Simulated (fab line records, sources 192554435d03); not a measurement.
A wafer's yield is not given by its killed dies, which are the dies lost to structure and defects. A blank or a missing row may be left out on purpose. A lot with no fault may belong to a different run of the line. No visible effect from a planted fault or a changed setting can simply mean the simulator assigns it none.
2 desks looking at one fault + flow n5Finfet + each desk holds nothing but its own numbers, with what lay behind them at the end

== TOOL OWNER'S DESK, arfiScanner-01 ==
The tool's own readings at N5_PMOS_HMC_CHANNEL_EPI_EXPOSE_06 (exposes mask PMOS HMC BLK, target cd 240 nm): means of the sampled wafers that have a number, for each lot that ran on this tool. The brackets show how far a lot's mean lies from the usual mean; more than 4 standard deviations puts the lot out of limits, marked OUT.
Columns: A = exposureDoseMJCm2 at N5_PMOS_HMC_CHANNEL_EPI_EXPOSE_06, usual 41.15; B = stageVelMmS at N5_PMOS_HMC_CHANNEL_EPI_EXPOSE_06, usual 500.01 mm/s
| lot  | first seen here | A     | B      |
|------|-----------------|-------|--------|
| L429 | day 2 22:45     | 41.41 | 500.11 |
| L433 | day 3 23:16     | 41.50 | 499.82 |
| L434 | day 4 05:13     | 40.55 | 499.89 |
This desk's finding: nothing out of limits on any of the 3 lots.

== THE METROLOGY DESK ==
What the gauges read for every lot (on any tool): the sampled wafers with a number, averaged. The brackets show how far a lot's mean lies from the usual mean; more than 4 standard deviations puts the lot out of limits, marked OUT. Of its 10 readings 7 are shown: those that lie furthest out on some lot.
Columns: A = DIBL_N at N5_BEOL_M4_RC_MEAS_101, usual 35.9 mV/V; B = DIBL_P at N5_BEOL_M4_RC_MEAS_101, usual 35.8 mV/V; C = IOFF_N at N5_BEOL_M4_RC_MEAS_101, usual 0.15 nA/um; D = IOFF_P at N5_BEOL_M4_RC_MEAS_101, usual 0.21 nA/um; E = SS_N at N5_BEOL_M4_RC_MEAS_101, usual 71.5 mV/dec; F = VT_N at N5_BEOL_M4_RC_MEAS_101, usual 250 mV; G = VT_P at N5_BEOL_M4_RC_MEAS_101, usual -250 mV
| lot  | first seen here | A    | B    | C    | D    | E    | F   | G    |
|------|-----------------|------|------|------|------|------|-----|------|
| L429 | day 9 11:07     | 33.1 | 33.8 | 0.13 | 0.17 | 71.4 | 253 | -254 |
| L433 | day 10 04:37    | 37.2 | 36.3 | 0.15 | 0.22 | 72.4 | 252 | -250 |
| L434 | day 10 09:46    | 35.1 | 35.4 | 0.13 | 0.17 | 71.1 | 253 | -254 |
| L439 | day 11 16:10    | 37.7 | 39.2 | 0.21 | 0.26 | 72.3 | 247 | -245 |
| L438 | day 11 21:35    | 35.8 | 35.7 | 0.14 | 0.19 | 71.3 | 251 | -253 |
| L443 | day 12 12:03    | 34.6 | 32.1 | 0.13 | 0.17 | 71.1 | 252 | -253 |
| L442 | day 12 23:16    | 36.8 | 36.2 | 0.16 | 0.20 | 71.7 | 252 | -253 |
| L444 | day 13 07:49    | 36.2 | 36.5 | 0.17 | 0.24 | 71.1 | 246 | -247 |
This desk's finding: nothing out of limits on any of the 8 lots.

== ALL TOGETHER ==
The desk of the tool owner found nothing out of limits.
At the metrology desk, nothing out of limits was observed.

== WHAT THE SIMULATOR HAD PUT IN ==
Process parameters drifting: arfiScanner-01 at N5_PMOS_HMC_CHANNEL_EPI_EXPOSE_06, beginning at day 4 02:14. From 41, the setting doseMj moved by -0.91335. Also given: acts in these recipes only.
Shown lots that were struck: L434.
